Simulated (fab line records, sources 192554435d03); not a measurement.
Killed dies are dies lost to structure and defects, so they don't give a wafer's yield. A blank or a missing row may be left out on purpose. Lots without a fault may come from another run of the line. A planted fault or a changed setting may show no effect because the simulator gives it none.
fab line records | flow n5_finfet | part 1 of 2: steps 1 to 3 of 6
record lots=23 wafers=69 last_day=18
route steps=1938 shown BEOL_M11@1556
lots that met no fault: from a run of the same line without faults
start_h: hours from the record's first day to the start of the lot's first wafer shown | wait_h: hours since the lot's step before | " the same as in the row above | L1.1+2: a row that stands for several wafers | - no value, or no start given | * or withheld: withheld | < > ~ a bound
route shown NAME@n: a module of which the file shows steps, and the number in the route of the first | usual: mean/standard deviation of fault-free wafers | same: alike in all rows | chamber/n: place in a boat | sites: the reading at each site | _std_site: their standard deviation | _edge_site: outer sites' mean less inner sites' | radius_mm: how far each site lies from the wafer's centre | mask NAME#n: copy n | behind: the tool/chamber that last shaped the wafer | hold: why the lot was held/for how many hours/how that ended | device: the transistor (n, p or np) that didn't switch | end of line: the same wafers' tests at the end of the route | a step without rows: its recipe alone | killed: dies lost to structure and defects at the first sort, not the wafer's yield | map: a wafer's dies, x killed, . not, _ none there
set.NAME: the setting as run; set.NAME@STEP: as run at that earlier step | model.NAME: the simulator's own value behind a step, which no gauge read
steps of the route over a sample of lots; a table a step, a row a wafer
services: from which hour (start_h, from the record's first day; less than 0 if before it) a tool's chamber was out of use, for how many hours, and why
## steps
# step N5_BEOL_M11_STRIP_67
# recipe chemistry=CF4 resist=SiARC power_w=300 bias_power_w=75 pressure_mtorr=50 cf4_flow_sccm=150 rf_frequency_hz=6e+07
# usual chamber_pressure_mTorr=50.00/0.052 drypump_motor_current_A=5.4/0.43 oes_product_au=0.78/0.075 rf_vpp_V=271.1/1.5 showerhead_plenum_p_Torr=1.80/0.054 throttle_valve_pct=13.59/0.18
# columns lot.wafer tool chamber start_h wait_h chamber_pressure_mTorr drypump_motor_current_A oes_product_au rf_hours_counter_h rf_vpp_V showerhead_plenum_p_Torr throttle_valve_pct
L074.3 rie_diel-04 1 228.04 0.0 50.02 4.9 0.85 70 275.3 1.89 13.56
L074.4 " 3 " " 49.95 5.3 0.72 181 272.7 1.86 13.82
L074.6 " 1 " " 49.97 4.9 0.85 - 274.1 1.89 13.58
L075.2 rie_diel-04 1 230.95 0.0 50.02 4.8 0.85 71 272.0 1.89 13.57
L075.4 " 3 " " 49.95 5.2 0.72 182 272.9 1.86 13.82
L075.5 " 3 " " 49.96 5.2 0.72 - 272.0 1.86 13.83
L076.1 rie_diel-05 3 236.86 0.0 50.04 5.8 0.74 162 270.9 1.79 13.65
L076.4 " 1 " " 50.04 5.8 0.72 183 269.6 1.71 13.49
L076.6 " 1 " " 49.99 5.8 0.72 - 267.7 1.71 13.50
L078.1 rie_diel-03 3 241.72 0.0 50.02 6.2 0.79 90 271.0 1.74 13.52
L078.4 " 2 " " 50.02 5.4 0.89 33 272.7 1.76 13.44
L078.6 " 2 " " 49.93 5.4 0.89 - 271.4 1.76 13.43
L079.1 rie_diel-04 0 262.46 0.0 49.99 5.6 0.75 192 269.8 1.78 13.68
L079.5 " 0 " " 50.04 5.6 0.74 - 271.8 1.78 13.66
L079.6 " 1 " " 49.96 4.9 0.83 - 272.7 1.89 13.60
L080.1 rie_diel-03 3 274.20 0.0 49.97 6.2 0.78 97 269.7 1.74 13.53
L080.3 " 0 " " 49.93 5.6 0.72 207 271.0 1.78 13.60
L080.4 " 1 " " 50.02 5.2 0.70 236 272.1 1.84 13.82
L081.2 rie_diel-04 3 279.82 0.0 49.97 5.2 0.72 195 273.5 1.86 13.86
L081.3 " 1 " " 49.97 4.9 0.83 84 273.8 1.89 13.61
L081.4 " 0 " " 49.97 5.6 0.74 195 271.4 1.78 13.68
L084.3 rie_diel-03 3 306.60 0.0 50.02 6.2 0.77 106 269.9 1.73 13.55
L084.5 " 0 " " 49.98 5.6 0.72 - 271.4 1.78 13.59
L084.6 " 3 " " 49.94 6.2 0.77 - 270.2 1.73 13.54
L087.3 rie_diel-03 1 312.14 0.0 50.03 5.3 0.69 246 271.9 1.83 13.83
L087.4 " 0 " " 50.07 5.6 0.72 217 269.3 1.78 13.62
L087.6 " 1 " " 49.99 5.2 0.69 - 272.3 1.84 13.83
L083.2 rie_diel-05 2 314.07 0.0 50.01 6.1 0.75 178 271.5 1.79 13.62
L083.5 " 0 " " 50.00 4.7 0.95 - 270.1 1.83 13.24
L083.6 " 3 " " 49.95 5.8 0.71 - 271.1 1.78 13.70
L082.4 rie_diel-05 2 315.29 0.0 49.97 6.1 0.75 179 270.4 1.79 13.64
L082.5 " 2 " " 49.93 6.1 0.74 - 271.8 1.79 13.64
L082.6 " 1 " " 49.95 5.8 0.71 - 268.1 1.71 13.55
L086.4 rie_diel-04 3 318.84 0.0 50.03 5.2 0.70 206 273.5 1.85 13.88
L086.5 " 0 " " 49.99 5.6 0.73 - 270.5 1.78 13.71
L086.6 " 1 " " 49.93 4.8 0.81 - 272.5 1.89 13.63
L085.2 rie_diel-05 3 323.15 0.0 49.97 5.8 0.72 186 268.5 1.78 13.72
L085.3 " 1 " " 50.04 5.8 0.71 208 269.1 1.71 13.58
L085.6 " 2 " " 49.99 6.1 0.74 - 270.4 1.79 13.63
L088.1 rie_diel-04 1 327.26 0.0 50.02 4.9 0.81 98 273.7 1.89 13.64
L088.2 " 3 " " 49.90 5.2 0.70 208 271.7 1.85 13.89
L088.4 " 0 " " 49.98 5.7 0.73 208 271.0 1.78 13.69
L089.1 rie_diel-03 3 340.06 0.0 49.98 6.2 0.76 118 269.6 1.73 13.58
L089.4 " 1 " " 50.05 5.2 0.98 0 271.7 1.83 13.28
L089.6 " 0 " " 50.04 5.6 0.71 - 270.0 1.78 13.63
L091.1 rie_diel-04 3 349.00 0.0 50.00 5.3 0.70 215 270.7 1.85 13.90
L091.2 " 0 " " 49.97 5.6 0.73 214 269.7 1.78 13.73
L091.3 " 1 " " 50.10 4.9 0.81 104 273.9 1.88 13.64
L090.1 rie_diel-05 1 349.46 0.0 49.97 5.8 0.71 216 269.4 1.71 13.57
L090.3 " 0 " " 50.05 4.8 0.92 14 272.2 1.83 13.30
L090.6 " 0 " " 50.04 4.7 0.92 - 270.8 1.83 13.26
L092.4 rie_diel-04 3 354.52 0.0 50.01 5.3 0.70 217 271.4 1.85 13.89
L092.5 " 1 " " 49.94 4.9 0.80 - 271.0 1.88 13.67
L092.6 " 2 " " 49.90 5.3 0.85 - 270.0 1.76 13.34
L094.2 rie_diel-04 3 354.78 0.0 50.07 5.2 0.70 217 271.6 1.85 13.91
L094.5 " 0 " " 49.98 5.6 0.73 - 271.6 1.78 13.72
L094.6 " 1 " " 50.11 4.9 0.81 - 271.6 1.88 13.66
L093.1 rie_diel-04 2 355.03 0.0 50.02 5.3 0.85 67 270.9 1.76 13.35
L093.2 " 0 " " 49.93 5.6 0.72 216 268.9 1.78 13.72
L093.4 " 1 " " 49.92 4.8 0.81 106 273.5 1.88 13.64
L095.2 rie_diel-04 3 362.37 0.0 50.05 5.2 0.69 219 273.2 1.85 13.92
L095.4 " 0 " " 49.97 5.6 0.72 218 271.0 1.78 13.73
L095.6 " 2 " " 50.05 5.3 0.84 - 269.7 1.76 13.34
L096.1 rie_diel-05 0 368.67 0.0 49.99 4.7 0.91 19 271.0 1.83 13.28
L096.2 " 1 " " 49.95 5.8 0.69 222 268.8 1.71 13.60
L096.3 " 2 " " 50.03 6.1 0.73 195 270.1 1.79 13.67
L097.1 rie_diel-05 0 384.91 0.0 50.05 4.8 0.89 25 271.7 1.82 13.31
L097.2 " 2 " " 50.05 6.1 0.73 200 271.3 1.79 13.68
L097.5 " 2 " " 49.91 6.1 0.73 - 269.8 1.79 13.68
# step N5_BEOL_M11_STRIP_19
# recipe chemistry=O2 power_w=400 temp_c=40 pressure_mtorr=30 rf_frequency_hz=6e+07 bias_power_w=0 overash_fraction=0.2 o2_flow_sccm=225
# usual chamber_pressure_mTorr=30.00/0.035 drypump_motor_current_A=5.5/0.43 oes_product_au=0.78/0.079 rf_vpp_V=3.6/0.64 showerhead_plenum_p_Torr=2.09/0.063 throttle_valve_pct=16.65/0.16
# columns lot.wafer tool chamber start_h wait_h chamber_pressure_mTorr drypump_motor_current_A oes_product_au rf_hours_counter_h rf_vpp_V showerhead_plenum_p_Torr throttle_valve_pct
L074.3 rie_diel-04 1 228.25 0.1 30.01 4.9 0.85 70 3.2 2.21 16.64
L074.4 " 0 " " 30.05 5.6 0.74 182 2.6 2.09 16.72
L074.6 " 1 " " 29.98 4.9 0.84 - 3.7 2.21 16.66
L075.2 rie_diel-03 1 231.10 0.1 29.97 5.3 0.71 221 4.9 2.16 16.82
L075.4 " 0 " " 30.00 5.6 0.75 193 3.0 2.08 16.58
L075.5 " 2 " " 30.02 5.4 0.90 - 3.6 2.05 16.57
L076.1 rie_diel-04 3 237.06 0.1 29.95 5.2 0.72 183 4.1 2.18 16.89
L076.4 " 0 " " 29.97 5.7 0.74 185 3.5 2.09 16.73
L076.6 " 2 " " 30.00 5.3 0.90 - 4.2 2.04 16.31
L078.1 rie_diel-04 1 241.92 0.1 29.95 4.9 0.85 74 2.7 2.21 16.69
L078.4 " 3 " " 30.05 5.2 0.72 185 3.6 2.17 16.89
L078.6 " 2 " " 30.00 5.3 0.90 - 3.4 2.04 16.30
L079.1 rie_diel-05 2 262.71 0.2 29.96 6.1 0.75 164 4.1 2.09 16.64
L079.5 " 2 " " 30.06 6.1 0.76 - 4.2 2.09 16.65
L079.6 " 3 " " 29.98 5.8 0.71 - 3.9 2.10 16.76
L080.1 rie_diel-04 2 274.46 0.2 30.03 5.3 0.89 44 2.6 2.04 16.30
L080.3 " 0 " " 30.07 5.6 0.72 194 4.1 2.08 16.74
L080.4 " 3 " " 30.06 5.2 0.71 194 3.6 2.17 16.90
L081.2 rie_diel-03 1 279.97 0.1 30.05 5.3 0.69 237 4.1 2.15 16.83
L081.3 " 2 " " 29.99 5.4 0.87 46 4.7 2.05 16.59
L081.4 " 3 " " 29.99 6.2 0.79 98 4.3 2.02 16.62
L084.3 rie_diel-04 2 306.75 0.1 30.02 5.3 0.86 53 3.5 2.04 16.33
L084.5 " 1 " " 29.95 4.9 0.82 - 4.0 2.20 16.70
L084.6 " 2 " " 29.95 5.3 0.86 - 3.4 2.04 16.33
L087.3 rie_diel-04 1 312.40 0.2 29.94 4.9 0.82 93 3.2 2.20 16.68
L087.4 " 2 " " 29.93 5.3 0.86 55 3.3 2.04 16.35
L087.6 " 2 " " 30.01 5.3 0.86 - 3.2 2.04 16.35
L083.2 rie_diel-03 2 314.23 0.1 30.03 5.4 0.87 55 2.9 2.05 16.61
L083.5 " 1 " " 30.00 5.3 0.69 - 3.0 2.15 16.85
L083.6 " 0 " " 30.02 5.6 0.71 - 4.1 2.07 16.61
L082.4 rie_diel-03 0 315.45 0.1 30.04 5.6 0.71 217 3.4 2.07 16.62
L082.5 " 3 " " 30.01 6.2 0.78 - 3.4 2.02 16.65
L082.6 " 2 " " 30.06 5.4 0.87 - 2.8 2.05 16.61
L086.4 rie_diel-03 2 319.00 0.1 29.96 5.4 0.86 56 3.0 2.05 16.61
L086.5 " 3 " " 29.95 6.2 0.79 - 2.7 2.02 16.65
L086.6 " 0 " " 29.98 5.6 0.72 - 4.1 2.07 16.63
L085.2 rie_diel-05 3 323.40 0.2 30.03 5.8 0.71 186 3.0 2.09 16.80
L085.3 " 0 " " 30.07 4.8 0.94 7 4.6 2.15 16.47
L085.6 " 1 " " 30.03 5.8 0.71 - 2.7 1.99 16.60
L088.1 rie_diel-05 1 327.41 0.1 30.01 5.8 0.72 209 3.5 1.99 16.62
L088.2 " 2 " " 29.97 6.1 0.75 182 4.7 2.09 16.68
L088.4 " 3 " " 30.04 5.8 0.72 187 2.9 2.09 16.82
L089.1 rie_diel-03 2 340.21 0.1 29.97 5.4 0.85 66 4.0 2.04 16.63
L089.4 " 0 " " 29.98 5.6 0.71 228 2.7 2.07 16.65
L089.6 " 1 " " 29.96 5.2 0.99 - 2.5 2.15 16.42
L091.1 rie_diel-04 0 349.16 0.1 30.00 5.7 0.72 214 4.1 2.08 16.79
L091.2 " 1 " " 30.06 4.9 0.80 104 2.8 2.20 16.73
L091.3 " 2 " " 30.01 5.3 0.84 65 2.8 2.03 16.37
L090.1 rie_diel-04 3 349.88 0.3 30.00 5.2 0.69 215 4.6 2.16 16.97
L090.3 " 2 " " 30.00 5.3 0.84 66 4.3 2.03 16.36
L090.6 " 2 " " 30.00 5.3 0.85 - 4.5 2.03 16.36
L092.4 rie_diel-05 2 354.72 0.1 29.98 6.1 0.73 191 3.6 2.09 16.70
L092.5 " 1 " " 29.99 5.8 0.69 - 3.1 1.99 16.63
L092.6 " 2 " " 30.02 6.1 0.73 - 3.8 2.09 16.69
L094.2 rie_diel-05 2 355.01 0.2 29.99 6.1 0.73 191 3.8 2.08 16.70
L094.5 " 1 " " 30.02 5.8 0.69 - 3.2 1.99 16.63
L094.6 " 2 " " 29.97 6.1 0.74 - 4.4 2.09 16.68
L093.1 rie_diel-04 1 355.22 0.1 29.99 4.9 0.80 107 3.4 2.20 16.74
L093.2 " 0 " " 29.98 5.6 0.72 216 3.1 2.08 16.79
L093.4 " 2 " " 29.92 5.3 0.86 67 4.1 2.03 16.36
L095.2 rie_diel-03 1 362.53 0.1 30.05 5.3 0.94 8 2.6 2.14 16.43
L095.4 " 3 " " 29.98 6.2 0.76 125 4.0 2.01 16.67
L095.6 " 3 " " 29.96 6.2 0.75 - 4.0 2.01 16.68
L096.1 rie_diel-05 3 368.82 0.1 29.99 5.8 0.70 199 3.8 2.09 16.81
L096.2 " 0 " " 30.07 4.7 0.90 19 2.5 2.15 16.49
L096.3 " 1 " " 30.02 5.8 0.70 222 3.4 1.99 16.64
L097.1 rie_diel-03 1 385.16 0.2 30.00 5.2 0.92 16 2.8 2.14 16.45
L097.2 " 0 " " 30.00 5.6 0.70 240 3.9 2.07 16.66
L097.5 " 2 " " 30.03 5.4 0.84 - 3.5 2.04 16.68
# step N5_BEOL_M11_CD_MEAS_28
# recipe target_cd_nm=70 landing_energy_ev=500 detector=se_inlens polarity=opening
# usual cd_nm=70.0/0.73
# columns lot.wafer tool chamber start_h wait_h cd_nm
L074.3 cd_sem-01 0 228.81 - 69.3
L074.4 " 0 " " 69.4
L074.6 " 0 " " 69.9
L075.2 cd_sem-01 0 231.58 - 69.1
L075.4 " 0 " " 69.7
L075.5 " 0 " " 70.3
L076.1 cd_sem-01 0 239.77 - 70.1
L076.4 " 0 " " 68.8
L076.6 " 0 " " 69.7
L078.1 cd_sem-01 0 242.40 - 70.5
L078.4 " 0 " " 70.1
L078.6 " 0 " " 69.9
L079.1 cd_sem-03 0 264.83 - 71.5
L079.5 " 0 " " 70.3
L079.6 " 0 " " 70.3
L080.1 cd_sem-01 0 278.04 - 69.8
L080.3 " 0 " " 69.9
L080.4 " 0 " " 69.8
L081.2 cd_sem-03 0 281.96 - 71.9
L081.3 " 0 " " 70.1
L081.4 " 0 " " 71.7
L084.3 cd_sem-01 0 310.64 - 69.3
L084.5 " 0 " " 69.3
L084.6 " 0 " " 69.4
L087.3 cd_sem-01 0 313.23 - 69.9
L087.4 " 0 " " 69.6
L087.6 " 0 " " 69.4
L083.2 cd_sem-02 0 314.75 - 69.9
L083.5 " 0 " " 70.6
L083.6 " 0 " " 69.9
L082.4 cd_sem-01 0 317.24 - 69.9
L082.5 " 0 " " 70.7
L082.6 " 0 " " 71.2
L086.4 cd_sem-01 0 319.64 - 69.9
L086.5 " 0 " " 70.6
L086.6 " 0 " " 70.0
L085.2 cd_sem-01 0 324.46 - 69.0
L085.3 " 0 " " 69.8
L085.6 " 0 " " 69.5
L088.1 cd_sem-02 0 327.89 - 71.5
L088.2 " 0 " " 71.3
L088.4 " 0 " " 69.7
L089.1 cd_sem-03 0 343.32 - 68.1
L089.4 " 0 " " 67.9
L089.6 " 0 " " 68.5
L090.1 cd_sem-03 0 352.85 - 69.5
L090.3 " 0 " " 70.5
L090.6 " 0 " " 70.3
L091.1 cd_sem-01 0 353.01 - 69.9
L091.2 " 0 " " 70.5
L091.3 " 0 " " 71.3
L092.4 cd_sem-01 0 356.58 - 68.5
L092.5 " 0 " " 69.1
L092.6 " 0 " " 68.8
L094.2 cd_sem-03 0 356.75 - 70.3
L094.5 " 0 " " 69.3
L094.6 " 0 " " 69.9
L093.1 cd_sem-03 0 356.91 - 69.6
L093.2 " 0 " " 68.9
L093.4 " 0 " " 70.3
L095.2 cd_sem-03 0 363.75 - 69.8
L095.4 " 0 " " 70.5
L095.6 " 0 " " 70.3
L096.1 cd_sem-02 0 369.54 - 70.4
L096.2 " 0 " " 70.3
L096.3 " 0 " " 70.0
L097.1 cd_sem-03 0 386.69 - 69.8
L097.2 " 0 " " 70.8
L097.5 " 0 " " 69.7
